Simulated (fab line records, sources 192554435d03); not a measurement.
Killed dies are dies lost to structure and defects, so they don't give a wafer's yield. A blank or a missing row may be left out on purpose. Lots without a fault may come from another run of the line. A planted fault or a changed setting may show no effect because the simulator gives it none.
Split-lot experiment | flow n5_finfet | 7 lots, 21 wafers read, on a route of 1938 steps

THE SPLIT
At N5_BEOL_M1_ETCH_64 (etches SOC in N2/H2, target depth 75 nm, overetch 15 nm, time 112.5 s), the setting source_w was moved away from the recipe's 840 W on 5 of the 21 wafers read, by -16.3% to +15.7%. The other wafers ran this setting at the recipe's value.

The reading is taken at the split's own step.

THE READING
rf_vpp_V, in V, at N5_BEOL_M1_ETCH_64 (etches SOC in N2/H2, target depth 75 nm, overetch 15 nm, time 112.5 s). Fault-free wafers of this fab line usually give 524.2 V, standard deviation 2.8 V.

wafer  | tool, chamber at the split | source_w as run, W | against the recipe | rf_vpp_V, V | against lot-mates on the recipe
L074.2 | rie_diel-05, 1             | 913.1              | +8.7%              | 513.6       | -11.8
L074.3 | rie_diel-05, 3             | 840                | recipe             | 523.3       | -
L074.4 | rie_diel-05, 2             | 840                | recipe             | 527.5       | -
L076.1 | rie_diel-04, 3             | 840                | recipe             | 521.0       | -
L076.3 | rie_diel-04, 1             | 792.8              | -5.6%              | 533.3       | +12.3
L076.6 | rie_diel-04, 3             | 792.8              | -5.6%              | 529.9       | +8.9
L082.1 | rie_diel-03, 0             | 840                | recipe             | 524.0       | -
L082.4 | rie_diel-03, 3             | 840                | recipe             | 528.1       | -
L082.5 | rie_diel-03, 3             | 840                | recipe             | 529.5       | -
L086.2 | rie_diel-05, 2             | 703.2              | -16.3%             | 559.0       | +35.8
L086.5 | rie_diel-05, 0             | 840                | recipe             | 522.8       | -
L086.6 | rie_diel-05, 3             | 840                | recipe             | 523.6       | -
L094.2 | rie_diel-03, 1             | 840                | recipe             | 520.3       | -
L094.3 | rie_diel-03, 0             | 971.6              | +15.7%             | 500.0       | -22.3
L094.4 | rie_diel-03, 2             | 840                | recipe             | 524.4       | -
L095.2 | rie_diel-05, 0             | 840                | recipe             | 521.0       | -
L095.4 | rie_diel-05, 2             | 840                | recipe             | 527.3       | -
L095.5 | rie_diel-05, 0             | 840                | recipe             | 521.8       | -
L097.1 | rie_diel-04, 3             | 840                | recipe             | 519.5       | -
L097.3 | rie_diel-04, 1             | 840                | recipe             | 522.3       | -
L097.6 | rie_diel-04, 2             | 840                | recipe             | 526.6       | -

THE FIT
A straight line over all 21 wafers: rf_vpp_V changes by -1.73 V for each +1% of source_w; r = -0.95; the points scatter about the line by 3.5 V.
The same after taking each lot's own level away (the mean of its wafers on the recipe; 21 wafers): -1.77 V for each +1%; r = -0.96; scatter 3 V.
On that fit, the largest move of source_w shifts the reading by 29 V.
The lots' own levels span 521.00 to 527.20 V, that is 2.2 times the standard deviation above.
So the lot-to-lot level changes the slope little: the two slopes agree.
Check: with one of the wafers moved furthest among these (-16.3%) left out of the fit, the line predicts +24.8 V for it against its lot-mates. It came out at +35.8 V against them.
Tool readings at the split's step, against how far the setting was moved: rf_vpp_V r = -0.95.

OTHER SPLITS ON THESE WAFERS
These wafers also went through other splits before the reading. Each is held against what the fit with the lots' levels taken away leaves over:
other split on the same wafers    | wafers away from the commonest value | r with rf_vpp_V (lot level and that fit taken away)
N5_BEOL_M0_SAQP_EXPOSE_11 dose_mj | 6                                    | -0.42

THE WHOLE CHAIN: every reading that the file lists as answering this split, in the file's order
step               | what it does                                                          | reading                                                                          | change (the file's fit)                | r (the file's)
N5_BEOL_M1_ETCH_64 | etches SOC in N2/H2, target depth 75 nm, overetch 15 nm, time 112.5 s | rf_vpp_V                                                                         | -1.77 V for each +1% of the setting    | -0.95
N5_BEOL_M1_ETCH_64 | etches SOC in N2/H2, target depth 75 nm, overetch 15 nm, time 112.5 s | SiARC_of_BEOL_M1_COAT_62.thk_nm (the simulator's own value, which no gauge read) | -0.0324 nm for each +1% of the setting | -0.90

THE FILE'S OWN FIT
rf_vpp_V changes by -1.77 V for each +1% of source_w, r = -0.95.
